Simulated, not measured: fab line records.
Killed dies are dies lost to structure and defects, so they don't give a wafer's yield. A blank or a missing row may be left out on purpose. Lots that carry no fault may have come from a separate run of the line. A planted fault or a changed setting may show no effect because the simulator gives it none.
fab line records | flow n5_finfet
record: lots: 7 wafers: 21
route steps=1938 shown PMOS_HMC_CHANNEL_EPI@57 FIN_SAQP@125 SD_EPI_N@263
start_h: start of the lot's first displayed wafer, in hours after the record's first day | wait_h: time in hours since the lot's previous step | " identical to the entry in the row above | L1.1+2: one row covering several wafers at once | - no value present, or no start provided | * or withheld: withheld | < > ~ a bound
route shown NAME@n: names a module that has steps shown in the file, with the first one's number in the route | usual: mean/standard deviation taken from wafers without a fault | same: alike in all rows | chamber/n: place in a boat | sites: each site's reading | _std_site: the standard deviation of these | _edge_site: inner sites' mean taken away from outer sites' mean | radius_mm: for every site, how far away it sits from the centre of the wafer | mask NAME#n: copy n | behind: the last tool/chamber to shape the wafer | hold: the reason the lot was held/the length of the hold in hours/how it ended | device: the transistor (n, p or np) that didn't switch | end of line: tests of these same wafers at the route's end | for a step that has no rows: nothing shown but its recipe | killed: at the first sort, the dies lost to defects and structure; wafer yield is something else | map: a wafer's dies, marking killed ones x, the rest . and places with no die _
set.NAME: the setting that was run; set.NAME@STEP: the one run at that earlier step | model.NAME: the simulator's own value behind a step, which no gauge read
lots whose settings were changed on purpose; a table a step, a row a wafer
== steps ==
step: N5_PMOS_HMC_CHANNEL_EPI_HM_DEP_34
recipe: material: SiO2 target_thk_a: 360 temp_c: 400 precursor: TEOS/O2 pressure_torr: 6.5 rf_w: 900 teos_flow_sccm: 161.4 gas: O2 flow_sccm: 2650 time_s: 6.9
columns lot.wafer tool chamber start_h wait_h set.time_s model.SiO2_of_PMOS_HMC_CHANNEL_EPI_HM_DEP_34.thk_nm
L074.2 pecvd-02 1 17.71 0.0 6.9 36.31
L074.3 " 2 " " 6.9 36.41
L074.5 " 1 " " 6.9 36.45
L077.2 pecvd-02 2 34.78 0.0 6.1 31.87
L077.3 " 0 " " 6.9 35.08
L077.5 " 1 " " 6.9 36.3
L087.1 pecvd-01 0 95.58 0.0 6.632 34.19
L087.2 " 2 " " 6.632 34.31
L087.4 " 0 " " 6.632 34.65
L088.1 pecvd-02 0 100.71 0.0 6.9 36.06
L088.3 " 2 " " 6.9 36.13
L088.5 " 2 " " 6.9 37.1
L093.4 pecvd-02 1 132.28 0.0 6.9 36.72
L093.5 " 0 " " 6.9 35.78
L093.6 " 1 " " 6.9 36.65
L095.2 pecvd-01 1 142.56 0.0 6.9 35.21
L095.3 " 0 " " 6.9 35.07
L095.4 " 0 " " 6.9 35.34
L096.1 pecvd-01 1 149.62 0.0 6.9 35.35
L096.2 " 2 " " 7.466 38.44
L096.4 " 2 " " 7.466 38.65
step: N5_PMOS_HMC_CHANNEL_EPI_DEVELOP_08
recipe: develop_time_s: 30 developer: TMAH resist: CAR-ArF-block dev_temp_c: 23 rinse_liquid: diw dry: air_spin
columns lot.wafer tool chamber start_h wait_h set.develop_time_s
L074.2+3+5 litho_track-01 0 - - 30
L077.2+3 litho_track-03 0 - - 30
L077.5 " 0 " " 25.58
L087.1 litho_track-01 0 - - 30
L087.2+4 " 0 " " 25.27
L088.1+5 litho_track-03 0 - - 23.75
L088.3 " 0 " " 30
L093.4+5 litho_track-05 0 - - 34.7
L093.6 " 0 " " 30
L095.2+3+4 litho_track-05 0 - - 30
L096.1+2+4 litho_track-03 0 - - 30
step: N5_PMOS_HMC_CHANNEL_EPI_STRIP_17
recipe: chemistry: SPM time_s: 750 temp_c: 130 h2so4_h2o2_vol_ratio: 4 dry: ipa_marangoni
step: N5_PMOS_HMC_CHANNEL_EPI_ETCH_38
recipe: chemistry: CF4 target: SiO2 target_depth_a: 15 ion_energy_ev: 350 pressure_mtorr: 10 icp_w: 800 bias_w: 400 cf4_flow_sccm: 80
step: N5_PMOS_HMC_CHANNEL_EPI_FIN_RECESS_16
recipe: chemistry: HBr/Cl2 target: Si mask_material: SiO2 target_depth_a: 540 time_s: 18 pressure_mtorr: 10 icp_w: 800 bias_w: 75 HBr_flow_sccm: 150 Cl2_flow_sccm: 80
columns lot.wafer tool chamber start_h wait_h set.time_s@PMOS_HMC_CHANNEL_EPI_HM_DEP_34 model.SiO2_of_PMOS_HMC_CHANNEL_EPI_HM_DEP_34.thk_nm
L074.2 rie_si-05 3 18.53 0.0 6.9 30.78
L074.3 " 0 " " 6.9 30.48
L074.5 " 0 " " 6.9 30.39
L077.2 rie_si-02 2 35.60 0.0 6.1 26.57
L077.3 " 1 " " 6.9 29.36
L077.5 " 2 " " 6.9 31.01
L087.1 rie_si-06 3 96.53 0.0 6.632 28.44
L087.2 " 1 " " 6.632 28.81
L087.4 " 0 " " 6.632 28.65
L088.1 rie_si-05 3 101.82 0.0 6.9 30.63
L088.3 " 2 " " 6.9 30.51
L088.5 " 1 " " 6.9 31.12
L093.4 rie_si-02 0 133.55 0.0 6.9 30.98
L093.5 " 3 " " 6.9 30.23
L093.6 " 0 " " 6.9 30.88
L095.2 rie_si-02 2 143.51 0.0 6.9 29.79
L095.3 " 3 " " 6.9 29.5
L095.4 " 1 " " 6.9 29.57
L096.1 rie_si-05 1 150.45 0.0 6.9 29.5
L096.2 " 2 " " 7.466 32.81
L096.4 " 0 " " 7.466 32.76
step: N5_FIN_SAQP_SPACER1_ALD_24
recipe: material: SiO2 target_thk_a: 203 temp_c: 300 ald_precursor_family: BDEAS ald_co_reactant: O2-plasma pulse_time_s: 1 purge_time_s: 2 co_reactant_purge_time_s: 2 ald_cycles: 218 pressure_torr: 2
columns lot.wafer tool chamber start_h wait_h set.ald_cycles model.SiO2_of_FIN_SAQP_SPACER1_ALD_24.thk_nm
L074.2 ald_sin-04 3 23.71 0.3 218 20.2
L074.3+5 " 0 " " 218 20.4
L077.2+3 ald_sin-02 3,2 41.57 0.3 218 20.4
L077.5 " 1 " " 200 18.6
L087.1+2 ald_sin-01 0,1 102.52 0.6 227 21.2
L087.4 " 2 " " 218 20.4
L088.1 ald_sin-02 3 107.11 0.4 190 17.6
L088.3 " 2 " " 190 17.8
L088.5 " 2 " " 218 20.4
L093.4+5 ald_sin-04 2,3 138.37 0.1 218 20.2
L093.6 " 0 " " 229 21.2
L095.2 ald_sin-02 3 149.05 0.4 249 23.4
L095.3 " 2 " " 218 20.4
L095.4 " 1 " " 218 20.2
L096.1+2+4 ald_sin-02 3,2,3 155.93 0.3 218 20.4
step: N5_FIN_SAQP_SPACER1_ETCHBACK_25
recipe: chemistry: CHF3/O2 mode: anisotropic_etchback target: SiO2 target_depth_a: 244 time_s: 12.2 pressure_mtorr: 30 source_w: 650 bias_w: 170 Ar_flow_sccm: 200 CHF3_flow_sccm: 50 O2_flow_sccm: 5 ion_energy_ev: 200
step: N5_FIN_SAQP_MANDREL1_REMOVE_56
recipe: chemistry: HBr/Cl2/O2 bt_time_s: 10 target: a-Si stop_on: SiNx endpoint: OES-SiCl over_etch_frac: 1 icp_w: 600 bias_w: 22 HBr_flow_sccm: 150 Cl2_flow_sccm: 80 O2_flow_sccm: 5 pressure_mtorr: 10
columns lot.wafer tool chamber start_h wait_h set.ald_cycles@FIN_SAQP_SPACER1_ALD_24 model.FIN_SAQP.cd_nm
L074.2 rie_si-01 1 24.52 0.1 218 20.2
L074.3+5 " 2,1 " " 218 20.4
L077.2+3 rie_si-04 0,1 42.37 0.1 218 20.4
L077.5 " 2 " " 200 18.8
L087.1 rie_si-01 2 103.55 0.1 227 21.4
L087.2 " 3 " " 227 21.2
L087.4 " 1 " " 218 20.4
L088.1 rie_si-04 2 107.91 0.1 190 17.8
L088.3 " 3 " " 190 17.6
L088.5 " 3 " " 218 20.4
L093.4+5 rie_si-03 0 139.18 0.0 218 20.2
L093.6 " 1 " " 229 21
L095.2 rie_si-03 3 149.85 0.1 249 23.6
L095.3 " 1 " " 218 20.4
L095.4 " 0 " " 218 20.2
L096.1+4 rie_si-03 0,3 156.74 0.1 218 20.6
L096.2 " 2 " " 218 20.4
step: N5_FIN_SAQP_CD_MEAS_27
recipe: target_cd_nm: 20 landing_energy_ev: 1000 detector: se_inlens polarity: line
usual: cd_nm: 20.32/0.27
columns lot.wafer tool chamber start_h wait_h set.ald_cycles@FIN_SAQP_SPACER1_ALD_24 cd_nm
L074.2 cd_sem-01 0 24.63 0.1 218 19.93
L074.3 " 0 " " 218 20.57
L074.5 " 0 " " 218 20.35
L077.2 cd_sem-01 0 42.49 0.1 218 20.58
L077.3 " 0 " " 218 20.47
L077.5 " 0 " " 200 19.04
L087.1 cd_sem-03 0 103.66 0.1 227 21.42
L087.2 " 0 " " 227 21.12
L087.4 " 0 " " 218 20.73
L088.1 cd_sem-02 0 108.02 0.1 190 17.91
L088.3 " 0 " " 190 17.74
L088.5 " 0 " " 218 20.39
L093.4 cd_sem-01 0 139.30 0.1 218 19.94
L093.5 " 0 " " 218 20.21
L093.6 " 0 " " 229 20.98
L095.2 cd_sem-01 0 149.97 0.1 249 23.49
L095.3 " 0 " " 218 20.33
L095.4 " 0 " " 218 20.04
L096.1 cd_sem-01 0 156.85 0.1 218 20.66
L096.2 " 0 " " 218 20.28
L096.4 " 0 " " 218 20.68
step: N5_SD_EPI_N_COAT_33
recipe: resist: SiARC temp_c: 220 time_s: 60 spin_rpm: 1500 resist_thk_nm: 35
columns lot.wafer tool chamber start_h wait_h set.spin_rpm model.SiARC_of_SD_EPI_N_COAT_33.thk_nm
L074.2+5 litho_track-05 0 - - 1500 35.2
L074.3 " 0 " " 1500 35
L077.2+3+5 litho_track-04 0 - - 1367 36.8
L087.1+2 litho_track-04 0 - - 1500 35
L087.4 " 0 " " 1414 36.2
L088.1+3 litho_track-05 0 - - 1500 35
L088.5 " 0 " " 1500 35.2
L093.4+5+6 litho_track-02 0 - - 1500 35
L095.2+4 litho_track-02 0 - - 1500 34.8
L095.3 " 0 " " 1500 35
L096.1 litho_track-02 0 - - 1371 36.6
L096.2 " 0 " " 1500 34.8
L096.4 " 0 " " 1371 36.4
step: N5_SD_EPI_N_EXPOSE_06
recipe: mask_id: SD_N_BLK na: 1.35 source_shape: conventional sigma_outer: 0.8 polarization: unpolarized target_cd_nm: 120 dose_mj: 39.75
columns lot.wafer tool chamber start_h wait_h mask set.dose_mj
L074.2+3+5 arfi_scanner-02 0 48.72 - SD_N_BLK#0 39.75
L077.2+3+5 arfi_scanner-01 0 65.60 - SD_N_BLK#0 39.75
L087.1+2 arfi_scanner-01 0 127.70 - SD_N_BLK#0 39.75
L087.4 " 0 " " SD_N_BLK#0 41.14
L088.1+5 arfi_scanner-02 0 132.21 - SD_N_BLK#0 39.75
L088.3 " 0 " " SD_N_BLK#0 36.98
L093.4+6 arfi_scanner-01 0 163.16 - SD_N_BLK#0 37.14
L093.5 " 0 " " SD_N_BLK#0 39.75
L095.2+4 arfi_scanner-01 0 173.30 - SD_N_BLK#0 39.75
L095.3 " 0 " " SD_N_BLK#0 38.39
L096.1+2+4 arfi_scanner-02 0 183.17 - SD_N_BLK#0 39.75
step: N5_SD_EPI_N_PEB_07
recipe: peb_temp_c: 110 peb_time_s: 60 resist: CAR-ArF-block
step: N5_SD_EPI_N_DEVELOP_08
recipe: develop_time_s: 30 developer: TMAH resist: CAR-ArF-block dev_temp_c: 23 rinse_liquid: diw dry: air_spin
step: N5_SD_EPI_N_CD_MEAS_09
recipe: target_cd_nm: 120 landing_energy_ev: 500 detector: se_inlens
usual: cd_nm: 120.6/0.92
columns lot.wafer tool chamber start_h wait_h set.dose_mj@SD_EPI_N_EXPOSE_06 cd_nm
L074.2 cd_sem-02 0 48.84 - 39.75 121.1
L074.3 " 0 " " 39.75 120.1
L074.5 " 0 " " 39.75 119.3
L077.2 cd_sem-01 0 65.72 - 39.75 120.0
L077.3 " 0 " " 39.75 118.7
L077.5 " 0 " " 39.75 119.8
L087.1 cd_sem-02 0 127.83 - 39.75 120.6
L087.2 " 0 " " 39.75 121.3
L087.4 " 0 " " 41.14 122.5
L088.1 cd_sem-02 0 132.33 - 39.75 120.8
L088.3 " 0 " " 36.98 115.2
L088.5 " 0 " " 39.75 119.8
L093.4 cd_sem-02 0 163.27 - 37.14 115.7
L093.5 " 0 " " 39.75 120.6
L093.6 " 0 " " 37.14 116.1
L095.2 cd_sem-01 0 173.42 - 39.75 120.6
L095.3 " 0 " " 38.39 118.2
L095.4 " 0 " " 39.75 119.8
L096.1 cd_sem-02 0 183.29 - 39.75 120.0
L096.2 " 0 " " 39.75 120.5
L096.4 " 0 " " 39.75 119.4
step: N5_SD_EPI_N_DESCUM_14
recipe: chemistry: O2 time_s: 7.9 source_power_w: 50 bias_power_w: 20 pressure_mtorr: 20 rf_frequency_hz: 2.712e+07 temp_c: 40 resist: CAR-ArF-block o2_flow_sccm: 225
columns lot.wafer tool chamber start_h wait_h set.dose_mj@SD_EPI_N_EXPOSE_06 model.SD_EPI_N.cd_nm
L074.2 rie_diel-04 2 49.02 0.1 39.75 121.2
L074.3 " 3 " " 39.75 120.4
L074.5 " 1 " " 39.75 119.6
L077.2 rie_diel-05 0 65.94 0.2 39.75 120.2
L077.3 " 2 " " 39.75 118.6
L077.5 " 0 " " 39.75 119.8
L087.1 rie_diel-04 2 129.20 1.3 39.75 120.6
L087.2 " 3 " " 39.75 121.6
L087.4 " 0 " " 41.14 122.8
L088.1 rie_diel-01 2 132.51 0.1 39.75 120.6
L088.3 " 3 " " 36.98 115.2
L088.5 " 2 " " 39.75 119.6
L093.4 rie_diel-05 1 163.37 0.0 37.14 115.6
L093.5 " 3 " " 39.75 120.4
L093.6 " 0 " " 37.14 116.2
L095.2 rie_diel-05 0 173.97 0.5 39.75 120.2
L095.3 " 2 " " 38.39 118.2
L095.4 " 1 " " 39.75 119.8
L096.1 rie_diel-01 1 183.38 0.0 39.75 120
L096.2 " 2 " " 39.75 120.6
L096.4 " 3 " " 39.75 119.6
step: N5_SD_EPI_N_ETCH_34
recipe: chemistry: CF4 target: SiARC target_depth_a: 455 mask_material: CAR-ArF-block time_s: 75.8 ion_energy_ev: 80 pressure_mtorr: 40 source_w: 545 bias_w: 36 Ar_flow_sccm: 100 cf4_flow_sccm: 100 ends: cleared
columns lot.wafer tool chamber start_h wait_h set.spin_rpm@SD_EPI_N_COAT_33 set.dose_mj@SD_EPI_N_EXPOSE_06 model.SD_EPI_N.cd_nm model.etch.depth_nm model.CAR-ArF-block_of_SD_EPI_N_COAT_03.thk_nm
L074.2 rie_diel-04 2 49.05 0.0 1500 39.75 121.4 35.14 111.2
L074.3 " 3 " " 1500 39.75 120.4 35.09 111.2
L074.5 " 1 " " 1500 39.75 119.4 35.11 111.4
L077.2 rie_diel-05 0 65.98 0.0 1367 39.75 120.4 36.85 109.4
L077.3 " 2 " " 1367 39.75 119 36.73 109.6
L077.5 " 0 " " 1367 39.75 120 36.82 109.2
L087.1 rie_diel-04 2 129.23 0.0 1500 39.75 120.4 35.09 111.4
L087.2 " 3 " " 1500 39.75 121.4 35.08 111.2
L087.4 " 0 " " 1414 41.14 122.6 36.12 110.6
L088.1 rie_diel-01 2 132.55 0.0 1500 39.75 120 35.02 111.2
L088.3 " 3 " " 1500 36.98 115 35.03 111.2
L088.5 " 2 " " 1500 39.75 119 35.11 111.6
L093.4 rie_diel-05 1 163.40 0.0 1500 37.14 115.8 35.06 111.2
L093.5 " 3 " " 1500 39.75 120.2 35.09 110.8
L093.6 " 0 " " 1500 37.14 115.8 35.05 111.4
L095.2 rie_diel-05 0 174.00 0.0 1500 39.75 120 34.88 111
L095.3 " 2 " " 1500 38.39 118.2 34.92 111
L095.4 " 1 " " 1500 39.75 120.2 34.83 111
L096.1 rie_diel-01 1 183.42 0.0 1371 39.75 120.4 36.53 109.6
L096.2 " 2 " " 1500 39.75 120.4 34.86 111.4
L096.4 " 3 " " 1371 39.75 119.6 36.41 110.2
step: N5_SD_EPI_N_ETCH_35
recipe: chemistry: N2/H2 target: SOC overetch_a: 1080 mask_material: SiARC temp_c: 40 ion_energy_ev: 100 source_w: 3000 bias_w: 133 pressure_mtorr: 20 time_s: 486 n2_flow_sccm: 200 h2_flow_sccm: 200
columns lot.wafer tool chamber start_h wait_h set.dose_mj@SD_EPI_N_EXPOSE_06 model.SD_EPI_N.cd_nm
L074.2 rie_diel-04 2 49.11 0.0 39.75 122.8
L074.3 " 3 " " 39.75 119.2
L074.5 " 1 " " 39.75 120
L077.2 rie_diel-05 0 66.03 0.0 39.75 118.4
L077.3 " 2 " " 39.75 117.4
L077.5 " 0 " " 39.75 118.8
L087.1 rie_diel-04 2 129.29 0.0 39.75 122.2
L087.2 " 3 " " 39.75 120.2
L087.4 " 0 " " 41.14 123.6
L088.1 rie_diel-01 2 132.60 0.0 39.75 119.8
L088.3 " 3 " " 36.98 112.6
L088.5 " 2 " " 39.75 118.2
L093.4 rie_diel-05 1 163.46 0.0 37.14 115.6
L093.5 " 3 " " 39.75 122
L093.6 " 0 " " 37.14 117
L095.2 rie_diel-05 0 174.06 0.0 39.75 120.2
L095.3 " 2 " " 38.39 115.2
L095.4 " 1 " " 39.75 119.2
L096.1 rie_diel-01 1 183.47 0.0 39.75 119.6
L096.2 " 2 " " 39.75 120.4
L096.4 " 3 " " 39.75 118.2
step: N5_SD_EPI_N_STRIP_36
recipe: chemistry: N2/H2 temp_c: 40 n2_flow_sccm: 200 h2_flow_sccm: 200 rf_frequency_hz: 6e+07
step: N5_SD_EPI_N_ETCHBACK_44
recipe: chemistry: CH3F/O2 mode: anisotropic_etchback target: SiNx target_depth_a: 145 stop_on: SiO2 over_etch_frac: 0.3 ion_energy_ev: 120 pressure_mtorr: 30 source_w: 395 bias_w: 73 Ar_flow_sccm: 150 CH3F_flow_sccm: 30 O2_flow_sccm: 20
columns lot.wafer tool chamber start_h wait_h set.dose_mj@SD_EPI_N_EXPOSE_06 model.SD_EPI_N.cd_nm
L074.2 rie_diel-04 2 49.43 0.0 39.75 122.8
L074.3 " 3 " " 39.75 119
L074.5 " 1 " " 39.75 120
L077.2 rie_diel-05 0 66.36 0.0 39.75 118.6
L077.3 " 2 " " 39.75 117.4
L077.5 " 0 " " 39.75 118.8
L087.1 rie_diel-04 2 129.62 0.0 39.75 122.2
L087.2 " 3 " " 39.75 120.4
L087.4 " 0 " " 41.14 123.6
L088.1 rie_diel-01 2 132.93 0.0 39.75 120
L088.3 " 3 " " 36.98 112.6
L088.5 " 2 " " 39.75 118.2
L093.4 rie_diel-05 1 163.78 0.0 37.14 115.6
L093.5 " 3 " " 39.75 122
L093.6 " 0 " " 37.14 117
L095.2 rie_diel-05 0 174.38 0.0 39.75 120.2
L095.3 " 2 " " 38.39 115.4
L095.4 " 1 " " 39.75 119.2
L096.1 rie_diel-01 1 183.80 0.0 39.75 119.6
L096.2 " 2 " " 39.75 120.4
L096.4 " 3 " " 39.75 118
step: N5_SD_EPI_N_ETCH_45
recipe: chemistry: CH3F/O2 target: SiOCN target_depth_a: 60 mask_material: SOC ion_energy_ev: 60 bias_w: 29 pressure_mtorr: 15 source_w: 410 Ar_flow_sccm: 150 CH3F_flow_sccm: 30 O2_flow_sccm: 20
step: N5_SD_EPI_N_ETCH_16
recipe: chemistry: CHF3/O2 target: SiO2 target_depth_a: 50 mask_material: SOC pressure_mtorr: 30 source_w: 650 bias_w: 170 Ar_flow_sccm: 200 CHF3_flow_sccm: 50 O2_flow_sccm: 5 ion_energy_ev: 200
columns lot.wafer tool chamber start_h wait_h set.dose_mj@SD_EPI_N_EXPOSE_06 model.SD_EPI_N.cd_nm
L074.2 rie_diel-04 2 49.63 0.1 39.75 122.8
L074.3 " 3 " " 39.75 119
L074.5 " 1 " " 39.75 119.8
L077.2 rie_diel-05 0 66.56 0.1 39.75 118.4
L077.3 " 2 " " 39.75 117.4
L077.5 " 0 " " 39.75 118.6
L087.1 rie_diel-04 2 129.82 0.1 39.75 122.4
L087.2 " 3 " " 39.75 120.2
L087.4 " 0 " " 41.14 123.6
L088.1 rie_diel-01 2 133.13 0.1 39.75 120.2
L088.3 " 3 " " 36.98 112.6
L088.5 " 2 " " 39.75 118.4
L093.4 rie_diel-05 1 163.98 0.1 37.14 115.4
L093.5 " 3 " " 39.75 122
L093.6 " 0 " " 37.14 116.8
L095.2 rie_diel-05 0 174.58 0.1 39.75 120.2
L095.3 " 2 " " 38.39 115.4
L095.4 " 1 " " 39.75 119.2
L096.1 rie_diel-01 1 184.00 0.1 39.75 119.6
L096.2 " 2 " " 39.75 120.6
L096.4 " 3 " " 39.75 117.8
== key ==
split: step: N5_PMOS_HMC_CHANNEL_EPI_HM_DEP_34 setting: time_s stated: 6.9 by: wafer
response: step: N5_PMOS_HMC_CHANNEL_EPI_HM_DEP_34 reading: model.SiO2_of_PMOS_HMC_CHANNEL_EPI_HM_DEP_34.thk_nm change: +0.349 per: 1% r: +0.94
response: step: N5_PMOS_HMC_CHANNEL_EPI_FIN_RECESS_16 reading: model.SiO2_of_PMOS_HMC_CHANNEL_EPI_HM_DEP_34.thk_nm change: +0.341 per: 1% r: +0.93
split: step: N5_PMOS_HMC_CHANNEL_EPI_DEVELOP_08 setting: develop_time_s stated: 30 by: wafer
response none clear
split: step: N5_FIN_SAQP_SPACER1_ALD_24 setting: ald_cycles stated: 218 by: wafer
response: step: N5_FIN_SAQP_SPACER1_ALD_24 reading: model.SiO2_of_FIN_SAQP_SPACER1_ALD_24.thk_nm change: +0.213 per: 1% r: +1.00
response: step: N5_FIN_SAQP_MANDREL1_REMOVE_56 reading: model.FIN_SAQP.cd_nm change: +0.215 per: 1% r: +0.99
response: step: N5_FIN_SAQP_CD_MEAS_27 reading: cd_nm change: +0.207 per: 1% r: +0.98
split: step: N5_SD_EPI_N_COAT_33 setting: spin_rpm stated: 1500 by: wafer
response: step: N5_SD_EPI_N_COAT_33 reading: model.SiARC_of_SD_EPI_N_COAT_33.thk_nm change: -0.201 per: 1% r: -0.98
response: step: N5_SD_EPI_N_ETCH_34 reading: model.etch.depth_nm change: -0.185 per: 1% r: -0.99
response: step: N5_SD_EPI_N_ETCH_34 reading: model.CAR-ArF-block_of_SD_EPI_N_COAT_03.thk_nm change: +0.158 per: 1% r: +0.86
split: step: N5_SD_EPI_N_EXPOSE_06 setting: dose_mj stated: 39.75 by: wafer
response: step: N5_SD_EPI_N_CD_MEAS_09 reading: cd_nm change: +0.681 per: 1% r: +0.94
response: step: N5_SD_EPI_N_DESCUM_14 reading: model.SD_EPI_N.cd_nm change: +0.656 per: 1% r: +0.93
response: step: N5_SD_EPI_N_ETCH_34 reading: model.SD_EPI_N.cd_nm change: +0.629 per: 1% r: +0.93
response: step: N5_SD_EPI_N_ETCH_35 reading: model.SD_EPI_N.cd_nm change: +0.915 per: 1% r: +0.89
response: step: N5_SD_EPI_N_ETCHBACK_44 reading: model.SD_EPI_N.cd_nm change: +0.912 per: 1% r: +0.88
response: step: N5_SD_EPI_N_ETCH_16 reading: model.SD_EPI_N.cd_nm change: +0.936 per: 1% r: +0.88
